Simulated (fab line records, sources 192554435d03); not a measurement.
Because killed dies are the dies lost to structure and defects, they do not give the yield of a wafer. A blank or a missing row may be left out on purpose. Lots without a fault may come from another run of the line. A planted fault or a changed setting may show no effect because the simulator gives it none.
Matching of chambers :: flow n5_finfet :: N5_BEOL_M7_CURE_74 on uv_cure-01: 3 sister chambers
The step cures SiCOH lowk, time 240 s. 6 wafers are shown with their chamber, then 9 later ones without.

== WAFERS WITH THEIR CHAMBER ==
wafer: L076.3
chamber: 2
wafer_temp_C_max: 387.4
lamp_power_pct (%): 52.33

wafer: L076.5
chamber: 2
wafer_temp_C_max: 387.6
lamp_power_pct (%): 52.35

wafer: L080.3
chamber: 1
wafer_temp_C_max: 386.5
lamp_power_pct (%): 52.33

wafer: L080.6
chamber: 1
wafer_temp_C_max: 386.0
lamp_power_pct (%): 52.34

wafer: L082.5
chamber: 0
wafer_temp_C_max: 386.2
lamp_power_pct (%): 52.28

wafer: L082.6
chamber: 0
wafer_temp_C_max: 385.7
lamp_power_pct (%): 52.31

== WAFERS WITH NO CHAMBER GIVEN ==
wafer: L084.2
wafer_temp_C_max: 385.6
lamp_power_pct (%): 52.41

wafer: L084.3
wafer_temp_C_max: 386.3
lamp_power_pct (%): 52.37

wafer: L084.5
wafer_temp_C_max: 386.5
lamp_power_pct (%): 52.40

wafer: L088.1
wafer_temp_C_max: 386.4
lamp_power_pct (%): 52.33

wafer: L088.4
wafer_temp_C_max: 386.3
lamp_power_pct (%): 52.30

wafer: L088.6
wafer_temp_C_max: 386.6
lamp_power_pct (%): 52.40

wafer: L096.2
wafer_temp_C_max: 386.7
lamp_power_pct (%): 52.30

wafer: L096.4
wafer_temp_C_max: 386.7
lamp_power_pct (%): 52.26

wafer: L096.6
wafer_temp_C_max: 386.1
lamp_power_pct (%): 52.28

== EACH ONE'S CHAMBER ==
wafer: L084.2
from the rows above: 1
in truth: 1

wafer: L084.3
from the rows above: 1
in truth: 1

wafer: L084.5
from the rows above: can't be placed: 1 or 2
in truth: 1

wafer: L088.1
from the rows above: 1
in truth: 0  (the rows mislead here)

wafer: L088.4
from the rows above: can't be placed: 0 or 1
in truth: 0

wafer: L088.6
from the rows above: can't be placed: 1 or 2
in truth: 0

wafer: L096.2
from the rows above: can't be placed: 0 or 1 or 2
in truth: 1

wafer: L096.4
from the rows above: can't be placed: 0 or 1
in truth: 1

wafer: L096.6
from the rows above: 0
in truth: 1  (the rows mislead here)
Correctly placed: 2 of 9. From these rows, 5 cannot be placed; in 4 the true chamber is one of the candidates. Number placed wrongly: 2.
How it was worked out, from the rows above alone: a wafer's distance from a chamber is the root of the sum, over the readings, of the square of ((its reading less the chamber's mean) divided by the reading's scatter). If the next closest chamber is less than 2 further off than the closest, the wafer can't be placed; otherwise it belongs to the closest. For every chamber, the mean is computed from those of its wafers that are shown. The scatter is the square root of a quotient: the sum, over the shown wafers, of each reading's squared deviation from its chamber's mean, divided by wafers minus chambers.
